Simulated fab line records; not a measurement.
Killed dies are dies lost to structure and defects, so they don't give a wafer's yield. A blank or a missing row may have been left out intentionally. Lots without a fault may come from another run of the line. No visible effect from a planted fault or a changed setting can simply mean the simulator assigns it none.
A struck lot beside a sound one + flow n5-finfet + 15 out of 1938 route steps
Sound: wafers L761.1, L761.2, L761.6. The struck wafers were L773.3, L773.4, L773.6. The cause comes at the end.
For every step that has rows: the tool of each side, followed by ch and its chambers, followed by its first start. Under that, the readings that differ: sound wafers + struck wafers + difference of the means + sigmas: that difference in standard deviations of wafers without a fault.
alike: same words and numbers on both sides, and readings whose means sit less than 2 such deviations apart. not compared: any withheld reading, any reading some wafer has no value for, any bound like >300 that may hide the same value, and any number with overlapping values for which the record gives no deviation.
A row with sigmas, a row that says differs or no value, or rows on one side alone: a step with any of these is where the two part. Non-overlapping numbers with no deviation appear without sigmas and do not part them. A reading that every wafer of one side lacks parts them only if that side has two wafers or more.

first, 8 steps without rows for these wafers: N5_MIM_BOT_LITHO_HMDS_01 (time 60 s); N5_MIM_BOT_LITHO_COAT_02; N5_MIM_BOT_LITHO_EBR_04; N5_MIM_BOT_LITHO_SOFTBAKE_03 (time 90 s); N5_MIM_BOT_LITHO_EXPOSE_05 (exposes mask MIM BOT); N5_MIM_BOT_LITHO_PEB_06; N5_MIM_BOT_LITHO_DEVELOP_07 (develop time 60 s); N5_MIM_BOT_LITHO_HARDBAKE_09 (time 120 s).
N5_MIM_BOT_LITHO_CD_MEAS_08 targets a cd of 3000 nm.
  sound on cd-sem-02 ch 0, day 11 08:31; struck on cd-sem-03 ch 0, day 14 05:51
  alike: cd-nm
N5_MIM_BOT_LITHO_OVL_MEAS_11:
  sound on overlay-02 ch 0, day 11 08:33; struck on overlay-01 ch 0, day 14 05:53
  alike: MIM_BOT_OVL
N5_MIM_BOT_LITHO_INSPECT_12: inspects for defects (macro).
  sound on defect-inspect-01, day 11 08:35; struck on defect-inspect-01, day 14 05:54
  alike: raw-defect-count
N5_MIM_BOT_LITHO_DESCUM_10: chemistry O2, time 7.9 s.
  sound on rie-diel-01 ch 0,1,2, day 11 08:37; struck on rie-diel-01 ch 0,2,3, day 14 06:03
  alike: drypump-motor-current-A, oes-product-au, rf-vpp-V, showerhead-plenum-p-Torr, throttle-valve-pct
  not compared: rf-hours-counter-h
N5_MIM_BOT_ETCH_ETCH_04: etches SiNx in CF4/O2, target depth 26 nm, time 13 s.
  sound on rie-diel-01 ch 0,1,2, day 11 08:41; struck on rie-diel-01 ch 0,2,3, day 14 06:07
| reading                              | sound             | struck            | difference | sigmas |
|--------------------------------------|-------------------|-------------------|------------|--------|
| oes_f_703_au (a.u.)                  | 0.89 0.83 0.71    | 1.08 1.02 1.11    | +0.26      | +3     |
| rf-fwd-power-W (W)                   | 530.4 531.0 532.6 | 657.1 660.6 660.1 | +127.9     | +71    |
| rf-vpp-V (V)                         | 233 253 232       | 210 227 217       | -21        | -3     |
| model.etch.depth-nm (nm)             | 25.05 25.73 26.05 | 29.94 31.19 31.84 | +5.38      |        |
| model.MIM_BOT_ETCH.cd-offset-nm (nm) | 0 0 0.2           | -0.2 -0.2 -0.2    | -0.3       |        |
  alike: drypump-motor-current-A, oes-product-au, showerhead-plenum-p-Torr, throttle-valve-pct
  not compared: rf-hours-counter-h
N5_MIM_BOT_ETCH_ETCH_03: etches the open film in Cl2/BCl3, target depth 12 nm.
  sound on rie-metal-01 ch 0,1, day 11 08:46; struck on rie-metal-02 ch 0,1, day 14 06:14
  alike: drypump-motor-current-A, oes-product-au, rf-fwd-power-W, throttle-valve-pct
  not compared: rf-hours-counter-h
N5_PASSIVATION_PROBE_49:
  sound on prober-02, day 11 21:44; struck on prober-01, day 14 15:35
  alike: defect-limited-yield, killed_at_M0_to_M3, killed_at_M4_up, killed-at-contacts, killed-at-front-end, killed-at-other, killed-dies, killed-open, killed-short, sort_bin_4_leakage, sort_bin_5_function, sort_bin_6_memory, sort_bin_8_speed, sort-n-pass, sort-yield-pct

WHERE THEY PART
N5_MIM_BOT_ETCH_ETCH_04 only, going by this record. Later steps at which nothing parts them and some readings are alike: N5_MIM_BOT_ETCH_ETCH_03, N5_PASSIVATION_PROBE_49.

WHY: the cause the simulator had injected
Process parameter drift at N5_MIM_BOT_ETCH_ETCH_04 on rie-diel-01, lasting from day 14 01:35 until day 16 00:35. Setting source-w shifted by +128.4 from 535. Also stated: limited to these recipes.
